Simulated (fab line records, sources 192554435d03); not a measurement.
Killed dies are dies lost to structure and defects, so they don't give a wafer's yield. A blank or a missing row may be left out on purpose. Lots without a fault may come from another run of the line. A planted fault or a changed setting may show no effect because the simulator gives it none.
Which tool did it? | flow n5_finfet | 12 lots, 36 wafers sampled, at 2 steps of a route of 1938

WHAT THE GAUGES READ, wafer by wafer
N5_BEOL_M6_CD_MEAS_18: pitch 80 nm, target cd 40 nm.
lot  | measured     | on        | cd_nm (nm)
L075 | day 8 20:57  | cd_sem-03 | 40.2 40.4 40.0
L077 | day 9 20:18  | cd_sem-01 | 40.0 40.1 39.7
L079 | day 10 04:05 | cd_sem-03 | 40.7 40.5 41.2
L081 | day 10 10:42 | cd_sem-03 | 39.0 39.8 39.3
L082 | day 10 22:17 | cd_sem-03 | 39.8 40.3 40.7
L085 | day 11 07:53 | cd_sem-03 | 39.9 39.9 40.3
L087 | day 12 02:47 | cd_sem-01 | 40.3 39.7 39.9
L089 | day 12 08:43 | cd_sem-03 | 41.0 40.3 40.8
L090 | day 12 16:46 | cd_sem-01 | 39.7 39.9 41.1
L093 | day 13 15:35 | cd_sem-01 | 40.4 40.7 40.5
L094 | day 14 11:35 | cd_sem-03 | 39.6 39.5 40.2
L097 | day 14 20:44 | cd_sem-03 | 40.0 39.7 40.6

WHICH TOOL RAN EACH LOT (tool, then ch and the chambers of the sampled wafers, then the start)
lot  | N5_BEOL_M6_DESCUM_16
L075 | rie_diel-01 ch 0,1,2, day 8 20:29
L077 | rie_diel-01 ch 0,2,3, day 9 19:50
L079 | rie_diel-05 ch 0,1, day 10 03:38
L081 | rie_diel-01 ch 0,1,3, day 10 10:13
L082 | rie_diel-06 ch 0,1,2, day 10 21:42
L085 | rie_diel-06 ch 0,2,3, day 11 07:25
L087 | rie_diel-01 ch 0,1,2, day 12 02:16
L089 | rie_diel-01 ch 0,1,2, day 12 08:15
L090 | rie_diel-05 ch 0,2, day 12 16:17
L093 | rie_diel-06 ch 0,1,3, day 13 15:07
L094 | rie_diel-01 ch 0,3, day 14 11:02
L097 | rie_diel-01 ch 0,2, day 14 20:04
- N5_BEOL_M6_DESCUM_16: chemistry O2, time 7.9 s.

THE ANSWER, worked out from the rows above alone
Rule: what is usual is taken from the lots themselves. Put in order of their means at a reading, lots are off if they are a third of the lots or fewer, leave a main group of 4 or more, and stand apart from it by a gap of 3 or more times the standard deviation of the main group's means; of several such gaps the widest counts. A main group whose means are all the same, to the digits that the tables above print for the reading, isn't used. A lot without any number at a reading at which 4 lots or more have one is off too. The other lots that the step has rows for count as sound.
No lot is off at any reading shown: from this, nothing can be told.

WHAT THE SIMULATOR HAD PUT IN
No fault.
